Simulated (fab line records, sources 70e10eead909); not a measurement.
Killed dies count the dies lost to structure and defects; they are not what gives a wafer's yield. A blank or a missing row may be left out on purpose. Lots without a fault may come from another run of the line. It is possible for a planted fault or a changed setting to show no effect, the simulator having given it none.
The tool behind it: which one? ; flow nand-harc ; 36 wafers from 12 lots sampled at 6 of the route's 1302 steps

WHAT THE GAUGES SHOWED, per wafer
NHARC_P_M0_INSPECT_27. Usual: raw-defect-count at 300, with a standard deviation of 120.
lot;measured;on;raw-defect-count;flag
L575;day 6 22:52;defect-inspect-01;186 185 227;
L576;day 7 08:39;defect-inspect-01;210 287 208;
L581;day 8 23:48;defect-inspect-01;283 299 190;
L582;day 9 10:50;defect-inspect-01;235 452 698;
L583;day 10 00:22;defect-inspect-02;455 185 266;
L584;day 10 04:53;defect-inspect-01;259 354 412;
L587;day 11 13:33;defect-inspect-01;179 410 156;
L589;day 12 09:09;defect-inspect-02;230 261 314;
L588;day 12 10:31;defect-inspect-02;791 676 388;
L595;day 15 09:17;defect-inspect-02;129 401 200;
L596;day 15 15:31;defect-inspect-01;205 177 268;
L597;day 16 03:58;defect-inspect-02;341 157 341;

NHARC_END_SORT_01. Usual: for defect-limited-yield, 91.4 % with a standard deviation of 2.5; for killed-at-array, 54 with a standard deviation of 17; for killed-at-other, 1.0 with a standard deviation of 1.4; for killed-at-periphery, 3.6 with a standard deviation of 2.1; for killed-dies, 58 with a standard deviation of 17; for killed-open, 3.2 with a standard deviation of 2; for killed-short, 2.5 with a standard deviation of 1.5.
lot;measured;on;defect-limited-yield (%);killed-at-array;killed-at-other;killed-at-periphery;killed-dies;killed-open;killed-short;flag
L588;day 30 14:57;prober-02;91.1 92.0 90.3;58 52 62;0 1 0;2 1 4;60 54 66;3 3 3;1 1 3;

WHICH TOOL RAN EACH LOT (tool, then ch and the chambers of the sampled wafers, then the start)
lot;NHARC_P_M0_ANNEAL_30;NHARC_P_M1_ETCH_35;NHARC_P_M1_ECD_22;NHARC_P_M1_CMP_23
L575;rtp-anneal-02 ch 0, day 6 22:03;rie-diel-06 ch 0,2,3, day 7 00:26;ecd-cu-01 ch 0,1, day 7 01:47;cmp-04 ch 0,1,2, day 7 02:29
L576;rtp-anneal-02 ch 0, day 7 07:53;rie-diel-03 ch 0,1,2, day 7 10:12;ecd-cu-01 ch 0,1, day 7 11:29;cmp-02 ch 0,2,3, day 7 12:16
L581;rtp-anneal-01 ch 0, day 8 23:05;rie-diel-06 ch 2,3, day 9 01:45;ecd-cu-02 ch 0,1, day 9 03:12;cmp-01 ch 2,3, day 9 03:50
L582;rtp-anneal-02 ch 0, day 9 10:10;rie-diel-03 ch 0,1, day 9 12:30;ecd-cu-02 ch 0,1, day 9 13:58;cmp-04 ch 0,1, day 9 14:37
L583;rtp-anneal-01 ch 0, day 9 23:39;rie-diel-03 ch 0,3, day 10 02:02;ecd-cu-02 ch 0,1, day 10 03:28;cmp-02 ch 1,2, day 10 04:05
L584;rtp-anneal-02 ch 0, day 10 04:11;rie-diel-03 ch 0,1,3, day 10 06:35;ecd-cu-01 ch 0,1, day 10 07:59;cmp-04 ch 2,3, day 10 08:39
L587;rtp-anneal-01 ch 0, day 11 12:46;rie-diel-03 ch 1,2,3, day 11 15:06;ecd-cu-02 ch 0,1, day 11 16:25;cmp-04 ch 0,1,3, day 11 17:10
L589;rtp-anneal-01 ch 0, day 12 08:20;rie-diel-06 ch 0,1,3, day 12 12:10;ecd-cu-02 ch 0,1, day 12 13:28;cmp-02 ch 1,2, day 12 14:13
L588;rtp-anneal-02 ch 0, day 12 09:41;rie-diel-03 ch 0,1,3, day 12 12:12;ecd-cu-01 ch 0,1, day 12 13:33;cmp-01 ch 0,1,2, day 12 14:15
L595;rtp-anneal-02 ch 0, day 15 08:32;rie-diel-06 ch 0,2,3, day 15 10:50;ecd-cu-02 ch 1, day 15 12:08;cmp-02 ch 0,3, day 15 12:51
L596;rtp-anneal-01 ch 0, day 15 14:41;rie-diel-06 ch 0,1, day 15 17:12;ecd-cu-01 ch 0, day 15 18:29;cmp-04 ch 0,2, day 15 19:13
L597;rtp-anneal-02 ch 0, day 16 03:10;rie-diel-06 ch 1,2,3, day 16 05:38;ecd-cu-02 ch 0,1, day 16 06:55;cmp-01 ch 1,2, day 16 07:41
- NHARC_P_M0_ANNEAL_30: time 90 s.
- NHARC_P_M1_ETCH_35: etches the open film in N2/H2, target depth 40 nm, overetch 12 nm, time 43.94 s.
- NHARC_P_M1_ECD_22: material Cu, target thk 400 nm.
- NHARC_P_M1_CMP_23: polishes, t overpolish 20 s, target thk 157.82 nm.

AS READ BY THE TOOLS THEMSELVES (means over the sampled wafers that have a number; for cases with no such wafer, the mark the record gives instead)
NHARC_P_M0_ANNEAL_30. Usual: anneal-temp-c 225.03 C, standard deviation 0.17; wafer_temp_C_max 226.1, standard deviation 0.54.
lot;tool;anneal-temp-c (C);wafer_temp_C_max;flag
L575;rtp-anneal-02;225.06;226.2;
L576;rtp-anneal-02;225.06;226.5;
L581;rtp-anneal-01;225.03;225.5;
L582;rtp-anneal-02;224.97;226.3;
L583;rtp-anneal-01;225.01;225.6;
L584;rtp-anneal-02;224.82;226.6;
L587;rtp-anneal-01;225.01;225.7;
L589;rtp-anneal-01;224.95;225.6;
L588;rtp-anneal-02;224.80;226.4;
L595;rtp-anneal-02;225.02;226.4;
L596;rtp-anneal-01;225.13;225.9;
L597;rtp-anneal-02;225.15;226.8;

NHARC_P_M1_ETCH_35. Usual: for chamber-pressure-mTorr, 30.001 mTorr with a standard deviation of 0.03; for drypump-motor-current-A, 5.7 A with a standard deviation of 0.41; for n2-flow-sccm, 150.0 sccm with a standard deviation of 0.42; for oes-product-au, 1.004 a.u. with a standard deviation of 0.011; for rf-vpp-V, 431 V with a standard deviation of 3; for showerhead-plenum-p-Torr, 2.06 Torr with a standard deviation of 0.11; for throttle-valve-pct, 14.171 % with a standard deviation of 0.0088.
lot;tool;chamber-pressure-mTorr (mTorr);drypump-motor-current-A (A);n2-flow-sccm (sccm);oes-product-au (a.u.);rf-vpp-V (V);showerhead-plenum-p-Torr (Torr);throttle-valve-pct (%);flag
L575;rie-diel-06;29.975;5.4;150.0;1.004;430;2.07;14.176;
L576;rie-diel-03;29.998;5.7;150.0;1.012;429;2.01;14.180;
L581;rie-diel-06;29.995;5.4;149.9;0.995;433;2.13;14.176;
L582;rie-diel-03;29.997;5.8;149.9;1.007;428;1.93;14.170;
L583;rie-diel-03;29.974;5.5;149.5;0.992;430;2.02;14.168;
L584;rie-diel-03;30.003;5.7;149.7;0.997;430;2.02;14.172;
L587;rie-diel-03;30.008;6.0;150.0;1.008;431;2.10;14.177;
L589;rie-diel-06;30.008;5.6;149.9;0.998;430;2.04;14.173;
L588;rie-diel-03;30.037;5.8;150.0;1.005;430;2.02;14.171;
L595;rie-diel-06;30.014;5.4;150.0;0.997;431;2.06;14.172;
L596;rie-diel-06;30.020;5.6;150.1;1.002;431;2.07;14.170;
L597;rie-diel-06;30.004;5.6;150.3;1.000;432;2.10;14.179;

NHARC_P_M1_CMP_23. Usual: motor-current-A 11.5 A, standard deviation 1.2; slurry-flow-ml-min 150.1, standard deviation 0.45; time-to-endpoint-s 28.6 s, standard deviation 2.5.
lot;tool;motor-current-A (A);slurry-flow-ml-min;time-to-endpoint-s (s);flag
L575;cmp-04;11.8;149.8;26.8;
L576;cmp-02;12.0;149.6;32.0;
L581;cmp-01;10.6;150.5;27.0;
L582;cmp-04;11.7;149.8;28.4;
L583;cmp-02;12.7;149.8;28.5;
L584;cmp-04;11.1;149.5;28.0;
L587;cmp-04;11.7;150.2;22.3;
L589;cmp-02;11.5;150.1;24.6;
L588;cmp-01;11.3;150.4;34.3;
L595;cmp-02;12.8;150.2;26.2;
L596;cmp-04;12.3;150.1;30.8;
L597;cmp-01;10.7;150.4;31.2;

THE ANSWER, worked out from the rows above alone
Rule: lot off if the mean of its wafers having a number is beyond 3 standard deviations from the usual mean. A lot without any number at a reading at which 4 lots or more have one is off too. Where the step has rows for the other lots, those lots are counted as sound. Order of review: gauges by route order, followed by the tools' own readings, for which a lot's mean as printed above is used. The first step at which some lot is off is used, and at that step the reading that is off furthest; a lot without a number counts as furthest.
No lot is off on any of the readings shown, so nothing can be concluded from this.

WHAT HAD BEEN PUT IN BY THE SIMULATOR
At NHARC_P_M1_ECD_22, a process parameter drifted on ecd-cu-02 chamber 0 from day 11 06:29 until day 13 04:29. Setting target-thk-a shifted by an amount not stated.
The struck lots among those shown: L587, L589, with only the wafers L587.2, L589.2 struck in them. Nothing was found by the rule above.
